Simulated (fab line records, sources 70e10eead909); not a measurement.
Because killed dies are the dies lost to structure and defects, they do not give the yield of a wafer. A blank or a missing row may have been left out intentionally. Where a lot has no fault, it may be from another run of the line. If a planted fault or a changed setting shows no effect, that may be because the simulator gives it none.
The same fault as seen by 2 desks    flow nand_harc    only its own numbers are on each desk; what lay behind them is given at the end

## FROM THE METROLOGY DESK
Lot by lot, what the gauges showed, no matter which tool ran the lot: averages of those sampled wafers that carry a number. The brackets show how far a lot's mean lies from the usual mean; more than 4 standard deviations puts the lot out of limits, marked OUT.
Columns: A = overlay_x_nm at NHARC_P_M1_OVL_MEAS_10, usual -0.1 nm; B = overlay_y_nm at NHARC_P_M1_OVL_MEAS_10, usual 0.1 nm
lot   first seen here  A     B
L385  day 6 20:39      -0.8  0.1
L387  day 6 21:06      0.5   -1.1
L386  day 6 21:35      -1.3  -1.3
L388  day 6 21:44      0.9   -0.1
L389  day 7 03:20      1.8   -0.1
L390  day 7 08:13      0.2   0.2
L391  day 7 13:05      0.8   -0.7
L396  day 9 05:55      1.0   0.3
L399  day 9 06:10      -0.7  -0.6
L401  day 10 02:14     -1.3  0.4
L405  day 10 21:19     -0.5  0.4
L408  day 11 22:32     -0.8  -0.8
Finding of this desk: none of the 12 lots has anything out of limits.

## THE TOOL OWNER'S DESK: litho_track-06
Per lot that ran on this tool, the mean of the sampled wafers carrying a number, from the tool's own readings at NHARC_P_M2_SOFTBAKE_04 (time 55 s). The brackets show how far a lot's mean lies from the usual mean; more than 4 standard deviations puts the lot out of limits, marked OUT.
Columns: A = heater_power_total_W at NHARC_P_M2_SOFTBAKE_04, usual 188.47 W; B = plate_temp_C at NHARC_P_M2_SOFTBAKE_04, usual 104.99 C
lot   first seen here  A                         B
L385  day 7 00:00      188.42                    105.10
L396  day 9 09:00      212.58 (+99 or more) OUT  -
L399  day 9 10:00      212.65 (+99 or more) OUT  -
This desk's finding: out of limits on L396, L399; first on L396, day 9 09:00 (heater_power_total_W at NHARC_P_M2_SOFTBAKE_04). In limits: L385.

## ALL TOGETHER
The tool owner's desk could have raised an alarm at day 9 09:00, on L396, L399.
Nothing out of limits was seen by the metrology desk.
The metrology desk has L396, L399 on record, within its limits.
On litho_track-06, each named lot ran NHARC_P_M2_SOFTBAKE_04.

## WHAT THE SIMULATOR HAD INSERTED
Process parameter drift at NHARC_P_M2_SOFTBAKE_04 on litho_track-06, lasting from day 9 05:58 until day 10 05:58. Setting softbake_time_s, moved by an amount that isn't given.
Shown lots that were struck: L396, L399.
Delay in hours, fault start to first out-of-limits reading, by desk: the tool owner's desk at 3.
